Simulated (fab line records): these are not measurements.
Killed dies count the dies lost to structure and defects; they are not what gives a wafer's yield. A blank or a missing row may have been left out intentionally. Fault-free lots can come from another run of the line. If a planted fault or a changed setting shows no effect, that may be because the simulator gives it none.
Comparing a struck lot with a sound one    flow n5 finfet    21 steps out of a route of 1938
Sound: wafers L328.2, L328.3, L328.6. The struck wafers were L314.2, L314.3, L314.5. The cause comes at the end.
Per side, at each step with rows, come the tool, then ch with its chambers, and then its first start. Under that, the readings that differ: sound wafers    struck wafers    difference of the means    sigmas: that difference in standard deviations of wafers without a fault.
alike: readings whose means differ by less than 2 such deviations, and words and numbers that are the same on both sides. not compared: withheld readings, readings that some wafer has no value for, bounds like >300 that may hide the same value, and numbers for which the record gives no deviation and whose values overlap.
Wherever a step has rows on one side only, a row that says differs or no value, or a row with sigmas, the two part there. Numbers that don't overlap but have no deviation are shown without sigmas and don't part them. A reading that every wafer of one side lacks parts them only if that side has two wafers or more.

first, 9 steps without rows for these wafers: N5_FIN_SAQP_EXPOSE_13 (exposes mask FIN CORE, target cd 35.6 nm); N5_FIN_SAQP_PEB_14 (peb time 60 s); N5_FIN_SAQP_DEVELOP_15 (develop time 30 s); N5_FIN_SAQP_DESCUM_21 (chemistry O2, time 7.9 s); N5_FIN_SAQP_ETCH_51 (etches SiARC in CF4, target depth 45.5 nm, time 75.8 s); N5_FIN_SAQP_ETCH_52 (etches SOC in N2/H2, target depth 100 nm, overetch 20 nm, time 150 s); N5_FIN_SAQP_STRIP_53 (strips in N2/H2); N5_FIN_SAQP_HM_OPEN_73 (chemistry CHF3/O2, target SiO2, stops on a-Si, target depth 12 nm, time 16.8 s); N5_FIN_SAQP_STRIP_74 (strips in CHF3/O2).
N5_FIN_SAQP_MANDREL_ETCH_22: etches a-Si in HBr/Cl2, stops on SiNx, target depth 60 nm, bt time 10 s, time 30 s.
  sound on rie si-05 ch 0,2,3, day 7 10:49; struck on rie si-01 ch 0,2,3, day 3 23:18
reading                                      sound              struck                difference  sigmas
oes product au (a.u.)                        0.758 0.767 0.740  0.653 0.655 0.632     -0.108      -8
over etch frac                               0.5 0.5 0.5        1.0356 1.0356 1.0356  +0.5356     
model.SOC_of_FIN_SAQP_COAT_49.thk nm (nm)    76.4 77.36 75.97   68.99 67.66 68.26     -8.27       
model.SiNx_of_FIN_SAQP_PECVD_48.thk nm (nm)  24.65 24.99 25.15  20.2 19.58 20.45      -4.9        
  alike: chamber pressure mTorr, drypump motor current A, throttle valve pct
  not compared: rf hours counter h
then, 7 steps without rows for these wafers: N5_FIN_SAQP_STRIP_55 (strips in N2/H2); N5_FIN_SAQP_STRIP_23 (strips in SPM, time 750 s); N5_FIN_SAQP_SRD_66 (time 30 s); N5_FIN_SAQP_RECESS_75 (chemistry HF/NH3, target SiO2, target depth 14.4 nm, afs cycles 3, sublimation time 60 s); N5_FIN_SAQP_SPACER1_ALD_24 (deposits SiO2, target thk 20.3 nm, pulse time 1 s, purge time 2 s); N5_FIN_SAQP_SPACER1_ETCHBACK_25 (etches SiO2 in CHF3/O2, target depth 24.4 nm, time 12.2 s); N5_FIN_SAQP_MANDREL1_REMOVE_56 (chemistry HBr/Cl2/O2, target a-Si, stops on SiNx, bt time 10 s).
N5_FIN_SAQP_ETCH_57: etches SiNx in CH3F/O2, target depth 32.5 nm, time 46.4 s.
  sound on rie diel-01 ch 1,3, day 7 12:35; struck on rie diel-01 ch 0,1,2, day 4 01:32
reading                   sound              struck            difference  sigmas
etch rf on time s (s)     45.7 45.8 47.2     37.8 35.9 37.1    -9.3        -8
model.etch.depth nm (nm)  24.65 24.99 25.15  20.2 19.58 20.45  -4.9        
  alike: chamber pressure mTorr, drypump motor current A, oes product au, rf vpp V, showerhead plenum p Torr, throttle valve pct
  not compared: rf hours counter h
then, 1 step without rows for these wafers: N5_FIN_SAQP_ETCH_65 (etches SiO2 in CF4, target depth 4 nm, time 4.4 s).
-- here the record skips 6 days between the struck wafers' starts before and after, leaving off in module FIN_SAQP and picking up in module BEOL_M4 (first step shown: number 1111 of the route) --
N5_BEOL_M4_RC_MEAS_101:
  sound on prober-02 ch 0, day 13 08:44; struck on prober-02 ch 0, day 9 20:08
  alike: DIBL_N, DIBL_P, IOFF_N, IOFF_P, ION_N, ION_P, SS_N, SS_P, VT_N, VT_P
-- here the record skips 4 days between the struck wafers' starts before and after, leaving off in module BEOL_M4 and picking up in module PASSIVATION (first step shown: number 1936 of the route) --
N5_PASSIVATION_PROBE_49:
  record: rows for the struck wafers here (prober-02, day 13 20:00), none for the sound ones

== WHERE THEY PART ==
Last at N5_PASSIVATION_PROBE_49 as far as this record goes, first at N5_FIN_SAQP_MANDREL_ETCH_22.

WHY: what had been put in by the simulator
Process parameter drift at N5_FIN_SAQP_MANDREL_ETCH_22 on rie si-01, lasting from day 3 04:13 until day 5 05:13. The setting over etch frac was moved by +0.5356, starting from 0.5. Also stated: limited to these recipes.
